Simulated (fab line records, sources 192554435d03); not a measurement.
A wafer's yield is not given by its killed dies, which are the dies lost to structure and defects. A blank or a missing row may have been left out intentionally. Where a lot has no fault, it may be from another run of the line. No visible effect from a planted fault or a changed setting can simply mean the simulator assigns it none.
A single fault, viewed from 2 desks | flow n5-finfet | each desk holds nothing but its own numbers, with what lay behind them at the end

== AT THE METROLOGY DESK ==
What the gauges read for every lot (on any tool): the sampled wafers with a number, averaged. If a lot's mean is further than 4 standard deviations from the usual mean, the lot is out of limits and carries the mark OUT (the distance appears in the brackets).
Columns: A = cd-nm at N5_BEOL_M5_CD_MEAS_18, usual 28.0 nm; B = cd-nm at N5_BEOL_M5_CD_MEAS_28, usual 30.65 nm
lot  | first seen here | A    | B
L380 | day 9 02:07     | 28.1 | 30.70
L382 | day 9 17:26     | 28.2 | 30.83
L384 | day 10 00:56    | 28.0 | 30.40
L386 | day 10 06:56    | 27.5 | 30.88
L385 | day 10 07:16    | 27.4 | 30.68
L387 | day 11 07:47    | 28.0 | 30.78
L388 | day 11 20:34    | 28.4 | 30.87
L396 | day 13 03:25    | 28.8 | 30.71
L401 | day 14 06:05    | 27.9 | 30.75
L403 | day 15 02:36    | 27.8 | 30.59
Result from this desk: across the 10 lots, nothing is out of limits.

== TOOL OWNER'S DESK, rie-diel-02 ==
The tool's own readings at N5_BEOL_M5_ETCH_62 (etches SOC in N2/H2, target depth 75 nm, overetch 15 nm, time 112.5 s): means of the sampled wafers that have a number, for each lot that ran on this tool. If a lot's mean is further than 4 standard deviations from the usual mean, the lot is out of limits and carries the mark OUT (the distance appears in the brackets).
Columns: A = drypump-motor-current-A at N5_BEOL_M5_ETCH_62, usual 5.7 A; B = oes-product-au at N5_BEOL_M5_ETCH_62, usual 0.64 a.u.; C = rf-vpp-V at N5_BEOL_M5_ETCH_62, usual 525 V; D = showerhead-plenum-p-Torr at N5_BEOL_M5_ETCH_62, usual 2.57 Torr; E = throttle-valve-pct at N5_BEOL_M5_ETCH_62, usual 17.96 %
lot  | first seen here | A   | B    | C   | D    | E
L382 | day 9 16:57     | 5.5 | 0.66 | 523 | 2.51 | 17.99
L384 | day 10 00:33    | 5.5 | 0.71 | 522 | 2.50 | 17.96
L396 | day 13 02:58    | 5.5 | 0.64 | 524 | 2.50 | 18.02
Result from this desk: across the 3 lots, nothing is out of limits.

== PUT TOGETHER ==
Metrology desk: nothing out of limits seen.
The tool owner's desk saw nothing out of limits.

== WHAT THE SIMULATOR HAD INSERTED ==
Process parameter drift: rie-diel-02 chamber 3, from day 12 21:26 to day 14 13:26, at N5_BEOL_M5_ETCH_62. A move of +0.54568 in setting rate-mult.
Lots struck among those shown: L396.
